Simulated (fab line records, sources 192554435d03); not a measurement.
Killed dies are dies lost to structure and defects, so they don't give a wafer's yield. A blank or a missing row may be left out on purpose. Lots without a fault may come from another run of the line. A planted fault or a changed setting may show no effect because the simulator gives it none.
Which tool did it? | flow n5_finfet | 24 lots, 72 wafers sampled, at 6 steps of a route of 1938

WHAT THE GAUGES READ, wafer by wafer
N5_BEOL_M11_THK_MEAS_01. Usual: M11_ILD_THK 267 nm, standard deviation 3.2.
lot  | measured     | on            | M11_ILD_THK (nm) | flag
L074 | day 9 14:04  | film_metro-01 | 273 274 273      |
L075 | day 10 07:33 | film_metro-02 | 269 275 273      |
L077 | day 10 20:04 | film_metro-02 | 265 267 268      |
L076 | day 10 21:10 | film_metro-02 | 263 269 271      |
L078 | day 11 13:23 | film_metro-02 | 266 267 273      |
L080 | day 11 14:10 | film_metro-02 | 262 267 264      |
L079 | day 11 15:00 | film_metro-01 | 263 271 269      |
L081 | day 11 15:32 | film_metro-01 | 265 269 268      |
L082 | day 12 10:34 | film_metro-02 | 266 268 270      |
L083 | day 12 15:50 | film_metro-01 | 264 268 263      |
L084 | day 12 19:48 | film_metro-01 | 268 272 271      |
L085 | day 12 20:38 | film_metro-02 | 264 267 266      |
L087 | day 12 23:31 | film_metro-02 | 261 263 262      |
L086 | day 13 01:26 | film_metro-01 | 264 264 267      |
L088 | day 13 22:05 | film_metro-01 | 263 270 268      |
L089 | day 14 01:25 | film_metro-01 | 267 264 270      |
L090 | day 14 04:34 | film_metro-02 | 267 267 269      |
L091 | day 14 21:19 | film_metro-01 | 266 264 270      |
L092 | day 15 07:46 | film_metro-02 | 260 261 263      |
L095 | day 15 13:47 | film_metro-02 | 263 266 265      |
L097 | day 15 15:41 | film_metro-01 | 263 261 268      |
L093 | day 15 18:11 | film_metro-01 | 268 270 272      |
L094 | day 15 18:59 | film_metro-01 | 267 267 266      |
L096 | day 16 07:44 | film_metro-01 | 262 268 266      |

N5_BEOL_M12_RS_MEAS_54: measures by four-point-probe. Usual: M12_RS 0.0598 ohm/sq, standard deviation 0.00079.
lot  | measured     | on            | M12_RS (ohm/sq)      | flag
L074 | day 10 04:44 | film_metro-02 | 0.0603 0.0608 0.0614 |
L075 | day 10 21:22 | film_metro-02 | 0.0601 0.0596 0.0600 |
L077 | day 11 07:22 | film_metro-02 | 0.0605 0.0603 0.0592 |
L076 | day 11 10:11 | film_metro-01 | 0.0589 0.0607 0.0603 |
L078 | day 12 00:19 | film_metro-02 | 0.0588 0.0595 0.0605 |
L080 | day 12 06:03 | film_metro-01 | 0.0593 0.0598 0.0591 |
L079 | day 12 06:38 | film_metro-02 | 0.0601 0.0594 0.0590 |
L081 | day 12 06:56 | film_metro-02 | 0.0596 0.0594 0.0610 |
L082 | day 13 00:02 | film_metro-01 | 0.0605 0.0594 0.0591 |
L083 | day 13 06:28 | film_metro-02 | 0.0590 0.0590 0.0603 |
L084 | day 13 07:47 | film_metro-01 | 0.0604 0.0605 0.0594 |
L085 | day 13 12:25 | film_metro-02 | 0.0590 0.0615 0.0599 |
L087 | day 13 18:25 | film_metro-01 | 0.0600 0.0600 0.0581 |
L086 | day 13 12:38 | film_metro-02 | 0.0585 0.0587 0.0606 |
L088 | day 14 14:55 | film_metro-01 | 0.0601 0.0603 0.0607 |
L089 | day 14 14:33 | film_metro-02 | 0.0598 0.0590 0.0620 |
L090 | day 14 17:50 | film_metro-01 | 0.0601 0.0597 0.0591 |
L091 | day 15 12:02 | film_metro-02 | 0.0612 0.0598 0.0595 |
L092 | day 15 18:38 | film_metro-01 | 0.0605 0.0592 0.0586 |
L095 | day 16 02:27 | film_metro-01 | 0.0601 0.0598 0.0596 |
L097 | day 16 02:31 | film_metro-01 | 0.0593 0.0594 0.0608 |
L093 | day 16 09:15 | film_metro-02 | 0.0587 0.0599 0.0589 |
L094 | day 16 07:59 | film_metro-01 | 0.0607 0.0606 0.0590 |
L096 | day 16 22:38 | film_metro-01 | 0.0612 0.0593 0.0606 |

N5_BEOL_M12_INSPECT_55: inspects for defects (darkfield). Usual: raw_defect_count 75, standard deviation 25.
lot  | measured     | on                | raw_defect_count | flag
L074 | day 10 04:45 | defect_inspect-02 | 125 56 60        |
L075 | day 10 21:23 | defect_inspect-02 | 85 62 79         |
L077 | day 11 07:23 | defect_inspect-02 | 57 103 78        |
L076 | day 11 10:12 | defect_inspect-01 | 45 48 59         |
L078 | day 12 00:21 | defect_inspect-02 | 53 39 56         |
L080 | day 12 06:04 | defect_inspect-01 | 117 65 91        |
L079 | day 12 06:40 | defect_inspect-02 | 86 55 41         |
L081 | day 12 06:58 | defect_inspect-02 | 68 82 56         |
L082 | day 13 00:03 | defect_inspect-02 | 56 97 62         |
L083 | day 13 06:29 | defect_inspect-02 | 82 81 84         |
L084 | day 13 07:49 | defect_inspect-01 | 50 49 44         |
L085 | day 13 12:26 | defect_inspect-01 | 68 28 58         |
L087 | day 13 18:26 | defect_inspect-01 | 51 54 65         |
L086 | day 13 12:39 | defect_inspect-01 | 156 105 111      |
L088 | day 14 14:57 | defect_inspect-01 | 77 70 73         |
L089 | day 14 14:34 | defect_inspect-01 | 49 95 64         |
L090 | day 14 17:52 | defect_inspect-02 | 102 101 124      |
L091 | day 15 12:03 | defect_inspect-01 | 85 60 94         |
L092 | day 15 18:40 | defect_inspect-01 | 58 66 45         |
L095 | day 16 02:28 | defect_inspect-01 | 64 89 95         |
L097 | day 16 02:32 | defect_inspect-01 | 63 78 129        |
L093 | day 16 09:16 | defect_inspect-01 | 132 76 67        |
L094 | day 16 08:01 | defect_inspect-01 | 98 114 93        |
L096 | day 16 22:39 | defect_inspect-01 | 61 70 61         |

WHICH TOOL RAN EACH LOT (tool, then ch and the chambers of the sampled wafers, then the start)
lot  | N5_BEOL_M10_STRIP_36               | N5_BEOL_M10_ANNEAL_51            | N5_BEOL_M12_CMP_49
L074 | rie_diel-03 ch 1,2, day 9 10:36    | rtp_anneal-01 ch 0, day 9 12:38  | cmp-01 ch 2,3, day 10 04:20
L075 | rie_diel-05 ch 1,2, day 10 04:07   | rtp_anneal-02 ch 0, day 10 06:07 | cmp-04 ch 0,1,2, day 10 20:59
L077 | rie_diel-05 ch 0,1, day 10 15:15   | rtp_anneal-02 ch 0, day 10 18:40 | cmp-02 ch 1,2,3, day 11 06:56
L076 | rie_diel-05 ch 1,2,3, day 10 15:43 | rtp_anneal-01 ch 0, day 10 19:15 | cmp-01 ch 0,2, day 11 09:47
L078 | rie_diel-05 ch 0,2,3, day 11 08:15 | rtp_anneal-01 ch 0, day 11 11:59 | cmp-04 ch 1,2,3, day 11 23:56
L080 | rie_diel-05 ch 0,2,3, day 11 08:51 | rtp_anneal-02 ch 0, day 11 12:16 | cmp-01 ch 0,1,2, day 12 05:40
L079 | rie_diel-03 ch 1,3, day 11 11:26   | rtp_anneal-02 ch 0, day 11 13:39 | cmp-01 ch 0,3, day 12 06:13
L081 | rie_diel-04 ch 2,3, day 11 11:39   | rtp_anneal-01 ch 0, day 11 14:11 | cmp-02 ch 0,1, day 12 06:29
L082 | rie_diel-05 ch 2,3, day 12 07:11   | rtp_anneal-02 ch 0, day 12 09:13 | cmp-02 ch 0,2,3, day 12 23:41
L083 | rie_diel-04 ch 0,1,2, day 12 12:22 | rtp_anneal-01 ch 0, day 12 14:26 | cmp-04 ch 0,2, day 13 06:05
L084 | rie_diel-04 ch 0,1,3, day 12 14:39 | rtp_anneal-01 ch 0, day 12 18:31 | cmp-04 ch 0,1, day 13 07:22
L085 | rie_diel-04 ch 0,1,2, day 12 15:10 | rtp_anneal-01 ch 0, day 12 19:16 | cmp-02 ch 0,1,3, day 13 11:57
L087 | rie_diel-04 ch 0,1,3, day 12 18:00 | rtp_anneal-01 ch 0, day 12 21:51 | cmp-02 ch 0,1,2, day 13 17:59
L086 | rie_diel-03 ch 0,1,2, day 12 22:13 | rtp_anneal-02 ch 0, day 13 00:03 | cmp-02 ch 1,2,3, day 13 12:15
L088 | rie_diel-05 ch 1,2,3, day 13 16:58 | rtp_anneal-01 ch 0, day 13 20:43 | cmp-02 ch 0,2,3, day 14 14:32
L089 | rie_diel-05 ch 0,2, day 13 20:10   | rtp_anneal-01 ch 0, day 14 00:02 | cmp-04 ch 2,3, day 14 14:10
L090 | rie_diel-04 ch 2,3, day 14 00:56   | rtp_anneal-01 ch 0, day 14 03:16 | cmp-02 ch 1,2, day 14 17:25
L091 | rie_diel-03 ch 0,1,2, day 14 18:07 | rtp_anneal-02 ch 0, day 14 19:56 | cmp-02 ch 0,1,3, day 15 11:39
L092 | rie_diel-05 ch 0,1,2, day 15 03:26 | rtp_anneal-01 ch 0, day 15 06:20 | cmp-01 ch 0,1,2, day 15 18:13
L095 | rie_diel-03 ch 2,3, day 15 10:41   | rtp_anneal-02 ch 0, day 15 12:25 | cmp-02 ch 0,2,3, day 16 02:01
L097 | rie_diel-03 ch 0,1,3, day 15 11:19 | rtp_anneal-01 ch 0, day 15 14:20 | cmp-01 ch 0,1,3, day 16 02:05
L093 | rie_diel-03 ch 1,3, day 15 13:17   | rtp_anneal-01 ch 0, day 15 16:49 | cmp-04 ch 0,1,3, day 16 08:54
L094 | rie_diel-03 ch 1,2, day 15 15:17   | rtp_anneal-02 ch 0, day 15 17:35 | cmp-02 ch 0,2,3, day 16 07:34
L096 | rie_diel-04 ch 0,1, day 16 04:01   | rtp_anneal-02 ch 0, day 16 06:26 | cmp-02 ch 0,2, day 16 22:11
- N5_BEOL_M10_STRIP_36: strips in N2/H2.
- N5_BEOL_M10_ANNEAL_51: time 90 s.
- N5_BEOL_M12_CMP_49: polishes, stops on SiOC, t overpolish 20.6 s, target thk 320 nm.

WHAT THE TOOLS THEMSELVES READ (means of the sampled wafers that have a number; where no wafer has one, the mark that the record gives instead)
N5_BEOL_M10_STRIP_36. Usual: drypump_motor_current_A 5.8 A, standard deviation 0.32; oes_product_au 0.79 a.u., standard deviation 0.093; power_w 450.2 W, standard deviation 1.4; rf_vpp_V 59.2 V, standard deviation 2; showerhead_plenum_p_Torr 2.56 Torr, standard deviation 0.081; throttle_valve_pct 23.6 %, standard deviation 0.32.
lot  | tool        | drypump_motor_current_A (A) | oes_product_au (a.u.) | power_w (W) | rf_vpp_V (V) | showerhead_plenum_p_Torr (Torr) | throttle_valve_pct (%) | flag
L074 | rie_diel-03 | 5.5                         | 0.78                  | 448.4       | 59.9         | 2.51                            | 23.3                   |
L075 | rie_diel-05 | 5.5                         | 0.74                  | 450.7       | 61.0         | 2.61                            | 23.7                   |
L077 | rie_diel-05 | 5.6                         | 0.78                  | 450.4       | 62.0         | 2.66                            | 23.4                   |
L076 | rie_diel-05 | 5.6                         | 0.79                  | 449.3       | 59.3         | 2.55                            | 23.6                   |
L078 | rie_diel-05 | 5.7                         | 0.82                  | 449.4       | 60.0         | 2.56                            | 23.4                   |
L080 | rie_diel-05 | 5.6                         | 0.82                  | 449.8       | 60.1         | 2.56                            | 23.4                   |
L079 | rie_diel-03 | 5.5                         | 0.71                  | 449.7       | 57.6         | 2.48                            | 23.7                   |
L081 | rie_diel-04 | 6.2                         | 0.73                  | 449.0       | 58.3         | 2.52                            | 24.1                   |
L082 | rie_diel-05 | 5.7                         | 0.81                  | 450.1       | 58.6         | 2.48                            | 23.5                   |
L083 | rie_diel-04 | 6.3                         | 0.86                  | 451.4       | 59.4         | 2.58                            | 23.8                   |
L084 | rie_diel-04 | 6.4                         | 0.87                  | 449.8       | 60.1         | 2.57                            | 23.6                   |
L085 | rie_diel-04 | 6.3                         | 0.88                  | 451.6       | 57.0         | 2.58                            | 23.8                   |
L087 | rie_diel-04 | 6.4                         | 0.86                  | 451.6       | 59.2         | 2.57                            | 23.6                   |
L086 | rie_diel-03 | 5.6                         | 0.84                  | 448.9       | 58.7         | 2.56                            | 23.4                   |
L088 | rie_diel-05 | 5.6                         | 0.74                  | 450.0       | 57.6         | 2.54                            | 23.6                   |
L089 | rie_diel-05 | 5.6                         | 0.80                  | 449.8       | 59.3         | 2.63                            | 23.3                   |
L090 | rie_diel-04 | 6.1                         | 0.71                  | 449.7       | 59.5         | 2.52                            | 24.2                   |
L091 | rie_diel-03 | 5.6                         | 0.81                  | 450.5       | 59.5         | 2.55                            | 23.4                   |
L092 | rie_diel-05 | 5.5                         | 0.75                  | 449.7       | 59.8         | 2.61                            | 23.5                   |
L095 | rie_diel-03 | 5.6                         | 0.73                  | 448.7       | 59.9         | 2.55                            | 23.7                   |
L097 | rie_diel-03 | 5.6                         | 0.77                  | 450.6       | 58.4         | 2.50                            | 23.6                   |
L093 | rie_diel-03 | 5.5                         | 0.68                  | 451.1       | 56.4         | 2.47                            | 23.7                   |
L094 | rie_diel-03 | 5.7                         | 0.76                  | 451.9       | 59.9         | 2.57                            | 23.3                   |
L096 | rie_diel-04 | 6.3                         | 0.91                  | 449.8       | 58.8         | 2.59                            | 23.5                   |

N5_BEOL_M10_ANNEAL_51. Usual: wafer_temp_C_max 226.0, standard deviation 0.37.
lot  | tool          | wafer_temp_C_max | flag
L074 | rtp_anneal-01 | 225.8            |
L075 | rtp_anneal-02 | 226.5            |
L077 | rtp_anneal-02 | 226.4            |
L076 | rtp_anneal-01 | 225.9            |
L078 | rtp_anneal-01 | 225.8            |
L080 | rtp_anneal-02 | 226.1            |
L079 | rtp_anneal-02 | 226.7            |
L081 | rtp_anneal-01 | 225.7            |
L082 | rtp_anneal-02 | 226.7            |
L083 | rtp_anneal-01 | 226.0            |
L084 | rtp_anneal-01 | 225.8            |
L085 | rtp_anneal-01 | 225.9            |
L087 | rtp_anneal-01 | 225.7            |
L086 | rtp_anneal-02 | 226.5            |
L088 | rtp_anneal-01 | 225.8            |
L089 | rtp_anneal-01 | 225.9            |
L090 | rtp_anneal-01 | 225.6            |
L091 | rtp_anneal-02 | 226.2            |
L092 | rtp_anneal-01 | 225.7            |
L095 | rtp_anneal-02 | 226.3            |
L097 | rtp_anneal-01 | 225.8            |
L093 | rtp_anneal-01 | 225.6            |
L094 | rtp_anneal-02 | 226.5            |
L096 | rtp_anneal-02 | 226.2            |

N5_BEOL_M12_CMP_49. Usual: barrier_field_endpoint_s 30.2 s, standard deviation 0.6; motor_current_A 6.0 A, standard deviation 0.61; overpolish_run_s 20.600 s, standard deviation 0.0092.
lot  | tool   | barrier_field_endpoint_s (s) | motor_current_A (A) | overpolish_run_s (s) | flag
L074 | cmp-01 | 30.5                         | 5.8                 | 20.608               |
L075 | cmp-04 | 30.8                         | 6.7                 | 20.597               |
L077 | cmp-02 | 29.9                         | 6.0                 | 20.610               |
L076 | cmp-01 | 29.7                         | 5.9                 | 20.596               |
L078 | cmp-04 | 29.7                         | 5.9                 | 20.605               |
L080 | cmp-01 | 29.8                         | 5.7                 | 20.598               |
L079 | cmp-01 | 30.2                         | 5.7                 | 20.602               |
L081 | cmp-02 | 30.1                         | 5.4                 | 20.596               |
L082 | cmp-02 | 29.9                         | 5.6                 | 20.592               |
L083 | cmp-04 | 30.5                         | 6.4                 | 20.596               |
L084 | cmp-04 | 30.0                         | 7.5                 | 20.605               |
L085 | cmp-02 | 30.6                         | 5.8                 | 20.597               |
L087 | cmp-02 | 29.7                         | 5.8                 | 20.603               |
L086 | cmp-02 | 30.6                         | 6.1                 | 20.609               |
L088 | cmp-02 | 30.4                         | 5.7                 | 20.607               |
L089 | cmp-04 | 30.1                         | 5.9                 | 20.604               |
L090 | cmp-02 | 29.7                         | 6.1                 | 20.599               |
L091 | cmp-02 | 30.1                         | 5.7                 | 20.591               |
L092 | cmp-01 | 29.5                         | 5.7                 | 20.604               |
L095 | cmp-02 | 30.4                         | 5.5                 | 20.600               |
L097 | cmp-01 | 30.4                         | 5.9                 | 20.604               |
L093 | cmp-04 | 31.6                         | 6.5                 | 20.594               |
L094 | cmp-02 | 30.1                         | 5.7                 | 20.600               |
L096 | cmp-02 | 30.7                         | 5.3                 | 20.596               |

THE ANSWER, worked out from the rows above alone
Rule: a lot is off if the mean of its wafers that have a number lies more than 3 standard deviations from the usual mean. A lot without any number at a reading at which 4 lots or more have one is off too. The other lots that the step has rows for count as sound. The gauges are gone through in route order, then the tools' own readings, and for those a lot's mean is taken as printed above. The first step at which some lot is off is used, and at that step the reading that is off furthest; a lot without a number counts as furthest.
No lot is off at any reading shown: from this, nothing can be told.

WHAT THE SIMULATOR HAD PUT IN
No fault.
